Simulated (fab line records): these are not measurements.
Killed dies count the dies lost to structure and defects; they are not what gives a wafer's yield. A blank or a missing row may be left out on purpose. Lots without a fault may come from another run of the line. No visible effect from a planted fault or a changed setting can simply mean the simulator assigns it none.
8D (eight disciplines) problem report, filled in by code ; flow n5Finfet ; the parts of the form that need people (team, actions taken, sign-off) are left out

== 1. WHAT WENT WRONG ==
N5_BEOL_M9_HM_OPEN_17, oesProductAu: mean 0.32 a.u. on 2 wafers (1 lot); fault-free wafers 0.71 a.u., standard deviation 0.046. That is -8.5 standard deviations from the usual mean.
The step: chemistry Cl2/BCl3, target TiN, target depth 20 nm, overetch 6 nm.
Earliest sighting: wafer L239.4 on rieMetal-02 at day 13 04:39. The record holds 20 wafers of 7 lots with a number at this step. By rule, "out" or "out of limits" means more than 4 standard deviations away from the usual mean. The other wafers with a number count as sound.

== 2. WHAT THIS IS AND IS NOT ==
question;is;is not
which readings at this step;oesProductAu;chamberPressureMTorr, mfcCl2Sccm
which lots;L239;L233, L235, L247, L251, L252, L253
which wafers of those lots;L239.4, L239.5;L239.2
read on which tools;rieMetal-02;rieMetal-01, rieMetal-03
when;from day 13 04:39;"up to then (6 sound wafers); but 12 sound wafers of L247, L251, L252, L253 came after"

== 3. SUSPECTS, AND WHAT RULES EACH OUT ==
Counting: any tool at a process step up to the reading remains a suspect provided it ran every lot that is out. Sound lots after the first of them don't rule it out here, since some wafers of a struck lot are sound.
- rieDiel-02 at N5_BEOL_M9_DESCUM_16 (chemistry O2, time 7.9 s): kept. It processed L239, the lot that is out, at day 13 04:23, and its most recent sound lot before then was L235 at day 12 02:37.
- rieDiel-02 at N5_BEOL_M9_ETCH_62 (etches SOC in N2/H2, target depth 110 nm, overetch 22 nm, time 165 s): kept. It processed L239, the lot that is out, at day 13 04:28, and its most recent sound lot before then was L235 at day 12 02:43.
- rieDiel-02 at N5_BEOL_M9_STRIP_67 (strips in CF4): kept. It processed L239, the lot that is out, at day 13 04:37, and its most recent sound lot before then was L235 at day 12 02:51.
- rieMetal-02 at N5_BEOL_M9_HM_OPEN_17 (chemistry Cl2/BCl3, target TiN, target depth 20 nm, overetch 6 nm): kept. It ran the lot that is out, L239 (day 13 04:39). On those wafers its own readings are out: oesProductAu.
- Within rieDiel-02 at N5_BEOL_M9_DESCUM_16: the wafers that are out ran in chambers 0, 2; their sound lot-mates ran in chamber 3.
- Within rieDiel-02 at N5_BEOL_M9_ETCH_62: the wafers that are out ran in chambers 0, 2; their sound lot-mates ran in chamber 3.
- Within rieDiel-02 at N5_BEOL_M9_STRIP_67: the wafers that are out ran in chambers 0, 2; their sound lot-mates ran in chamber 3.
Left after counting: rieDiel-02 at N5_BEOL_M9_DESCUM_16, rieDiel-02 at N5_BEOL_M9_ETCH_62, rieDiel-02 at N5_BEOL_M9_STRIP_67, rieMetal-02 at N5_BEOL_M9_HM_OPEN_17.

== 4. THE CAUSE (what the simulator had put in) ==
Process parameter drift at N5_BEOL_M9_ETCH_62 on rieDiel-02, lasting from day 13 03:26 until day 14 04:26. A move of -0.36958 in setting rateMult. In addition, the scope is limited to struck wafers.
After counting, 4 suspects remain, this tool included.

== 5. SEQUENCE OF EFFECTS, ordered by route ==
Each row: a reading whose mean over the struck wafers that have a number lies more than 3 standard deviations from the usual. Only readings whose record carries a usual standard deviation are examined. hours: median over the lots of the time between each lot's start at the first step of this table that gives one and its start at this step. sigmas: the change, counted in usual standard deviations.
hours;step;reading;usual;on struck wafers;change;sigmas
0;N5_BEOL_M9_HM_OPEN_17;oesProductAu;0.71 a.u.;0.32;-0.39;-8.5
56;N5_PASSIVATION_PROBE_49;defectLimitedYield;91.2 %;0.0;-91.2;-61
56;N5_PASSIVATION_PROBE_49;killed_at_M4_up;14;1060;+1046;+99 or more
56;N5_PASSIVATION_PROBE_49;killedDies;104;1180;+1076;+60
56;N5_PASSIVATION_PROBE_49;killedOnRim;14;152;+138;+34
56;N5_PASSIVATION_PROBE_49;sort_bin_5_function;5.2 %;95.4;+90.2;+90
56;N5_PASSIVATION_PROBE_49;sortNPass;1076;0;-1076;-60
56;N5_PASSIVATION_PROBE_49;sortYieldPct;91.2 %;0.0;-91.2;-61
It contains these process steps:
- N5_BEOL_M9_HM_OPEN_17: chemistry Cl2/BCl3, target TiN, target depth 20 nm, overetch 6 nm.
- N5_PASSIVATION_PROBE_49
Readings that are blank on the struck wafers while sound wafers have them: cdNm at N5_BEOL_M9_CD_MEAS_18; trenchDepthNm at N5_BEOL_M9_OCD_MEAS_38.

== 6. WHAT WOULD HAVE CAUGHT IT SOONER ==
In this record the first reading out of limits was taken at day 13 04:39, 1 hour after the fault began at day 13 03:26.
An alarm limit of 4 standard deviations would not have fired on the tool readings at N5_BEOL_M9_ETCH_62 for which the record gives a usual standard deviation, since none of them was out on any struck wafer.
By day 13 04:39, every lot that is out (1) had started N5_BEOL_M9_ETCH_62 on rieDiel-02. Holding the tool at that point would not have protected any of them.
